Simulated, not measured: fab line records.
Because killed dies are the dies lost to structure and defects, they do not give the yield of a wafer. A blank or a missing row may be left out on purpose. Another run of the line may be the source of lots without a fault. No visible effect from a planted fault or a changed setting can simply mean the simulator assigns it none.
Split-lot trial / flow n5 finfet / 21 wafers read from 7 lots, route of 1938 steps

== SPLIT DETAILS ==
At N5_DUMMY_GATE_EXPOSE_12 (exposes mask GATE, target cd 25 nm), the setting dose mj was moved away from the recipe's 34 on 5 of the 21 wafers read, by -7.3% to -4.6%. This setting was run at the recipe's value on the other wafers.

== FROM THE SPLIT TO THE READING: what the file shows between them, 2 steps ==
- N5_DUMMY_GATE_PEB_13: peb time 60 s
- N5_DUMMY_GATE_DEVELOP_14: develop time 30 s

== THE READING ==
Shown in nm: cd nm at N5_DUMMY_GATE_CD_MEAS_15, with target cd 25.8 nm. On this fab line, fault-free wafers typically give 24.98 nm with a standard deviation of 0.28 nm.

wafer=L075.1; tool, chamber at the split=euv scanner-01, 0; dose mj as run=34; against the recipe=recipe; cd nm, nm=25.09; against lot-mates on the recipe=-
wafer=L075.5; tool, chamber at the split=euv scanner-01, 0; dose mj as run=34; against the recipe=recipe; cd nm, nm=24.99; against lot-mates on the recipe=-
wafer=L075.6; tool, chamber at the split=euv scanner-01, 0; dose mj as run=34; against the recipe=recipe; cd nm, nm=24.65; against lot-mates on the recipe=-
wafer=L077.2; tool, chamber at the split=euv scanner-02, 0; dose mj as run=34; against the recipe=recipe; cd nm, nm=24.90; against lot-mates on the recipe=-
wafer=L077.4; tool, chamber at the split=euv scanner-02, 0; dose mj as run=34; against the recipe=recipe; cd nm, nm=25.16; against lot-mates on the recipe=-
wafer=L077.5; tool, chamber at the split=euv scanner-02, 0; dose mj as run=31.98; against the recipe=-5.9%; cd nm, nm=26.39; against lot-mates on the recipe=+1.36
wafer=L081.2; tool, chamber at the split=euv scanner-02, 0; dose mj as run=34; against the recipe=recipe; cd nm, nm=25.06; against lot-mates on the recipe=-
wafer=L081.4; tool, chamber at the split=euv scanner-02, 0; dose mj as run=34; against the recipe=recipe; cd nm, nm=25.15; against lot-mates on the recipe=-
wafer=L081.6; tool, chamber at the split=euv scanner-02, 0; dose mj as run=34; against the recipe=recipe; cd nm, nm=24.89; against lot-mates on the recipe=-
wafer=L090.4; tool, chamber at the split=euv scanner-02, 0; dose mj as run=34; against the recipe=recipe; cd nm, nm=25.00; against lot-mates on the recipe=-
wafer=L090.5; tool, chamber at the split=euv scanner-02, 0; dose mj as run=31.51; against the recipe=-7.3%; cd nm, nm=26.39; against lot-mates on the recipe=+1.39
wafer=L090.6; tool, chamber at the split=euv scanner-02, 0; dose mj as run=31.51; against the recipe=-7.3%; cd nm, nm=26.51; against lot-mates on the recipe=+1.51
wafer=L091.3; tool, chamber at the split=euv scanner-01, 0; dose mj as run=34; against the recipe=recipe; cd nm, nm=25.07; against lot-mates on the recipe=-
wafer=L091.5; tool, chamber at the split=euv scanner-01, 0; dose mj as run=34; against the recipe=recipe; cd nm, nm=25.31; against lot-mates on the recipe=-
wafer=L091.6; tool, chamber at the split=euv scanner-01, 0; dose mj as run=34; against the recipe=recipe; cd nm, nm=25.42; against lot-mates on the recipe=-
wafer=L092.1; tool, chamber at the split=euv scanner-01, 0; dose mj as run=34; against the recipe=recipe; cd nm, nm=25.47; against lot-mates on the recipe=-
wafer=L092.3; tool, chamber at the split=euv scanner-01, 0; dose mj as run=32.45; against the recipe=-4.6%; cd nm, nm=26.03; against lot-mates on the recipe=+0.72
wafer=L092.4; tool, chamber at the split=euv scanner-01, 0; dose mj as run=34; against the recipe=recipe; cd nm, nm=25.16; against lot-mates on the recipe=-
wafer=L093.1; tool, chamber at the split=euv scanner-02, 0; dose mj as run=34; against the recipe=recipe; cd nm, nm=25.56; against lot-mates on the recipe=-
wafer=L093.3; tool, chamber at the split=euv scanner-02, 0; dose mj as run=34; against the recipe=recipe; cd nm, nm=25.01; against lot-mates on the recipe=-
wafer=L093.6; tool, chamber at the split=euv scanner-02, 0; dose mj as run=31.73; against the recipe=-6.7%; cd nm, nm=26.43; against lot-mates on the recipe=+1.14

THE FIT
A straight line over all 21 wafers: cd nm changes by -0.192 nm for each +1% of dose mj; r = -0.93; the points scatter about the line by 0.21 nm.
The same after taking each lot's own level away (the mean of its wafers on the recipe; 21 wafers): -0.194 nm for each +1%; r = -0.96; scatter 0.17 nm.
That fit puts the effect of the largest move of dose mj on the reading at 1.4 nm.
The span of the lots' own levels, 24.910 to 25.315 nm, comes to 1.4 times the standard deviation stated above.
Hence the lot-to-lot level has little effect on the slope; both slopes agree.
Check: for one of the wafers moved furthest among these (-7.3%), held out of the fit, the line's prediction against its lot-mates is +1.43 nm. Against them it came out at +1.39 nm.

== OTHER SPLITS APPLIED TO THESE WAFERS ==
Other splits were also applied to these wafers ahead of the reading. Each is held against what the fit with the lots' levels taken away leaves over:
other split on the same wafers=N5_ZERO_LAYER_PECVD_02 time s; wafers away from the commonest value=8; r with cd nm (lot level and that fit taken away)=-0.40
other split on the same wafers=N5_ZERO_LAYER_EXPOSE_08 dose mj; wafers away from the commonest value=7; r with cd nm (lot level and that fit taken away)=+0.06
other split on the same wafers=N5_WELL_APT_EXPOSE_05 dose mj; wafers away from the commonest value=10; r with cd nm (lot level and that fit taken away)=+0.09
other split on the same wafers=N5_WELL_APT_PEB_06 peb time s; wafers away from the commonest value=7; r with cd nm (lot level and that fit taken away)=-0.30
other split on the same wafers=N5_FIN_SAQP_SPACER1_ALD_24 ald cycles; wafers away from the commonest value=9; r with cd nm (lot level and that fit taken away)=-0.51
other split on the same wafers=N5_FIN_CUT_ETCH_21 time s; wafers away from the commonest value=10; r with cd nm (lot level and that fit taken away)=+0.12
other split on the same wafers=N5_DUMMY_GATE_COAT_28 spin rpm; wafers away from the commonest value=6; r with cd nm (lot level and that fit taken away)=-0.06

== FILE'S OWN FIT ==
cd nm changes by -0.192 nm for each +1% of dose mj, r = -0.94.
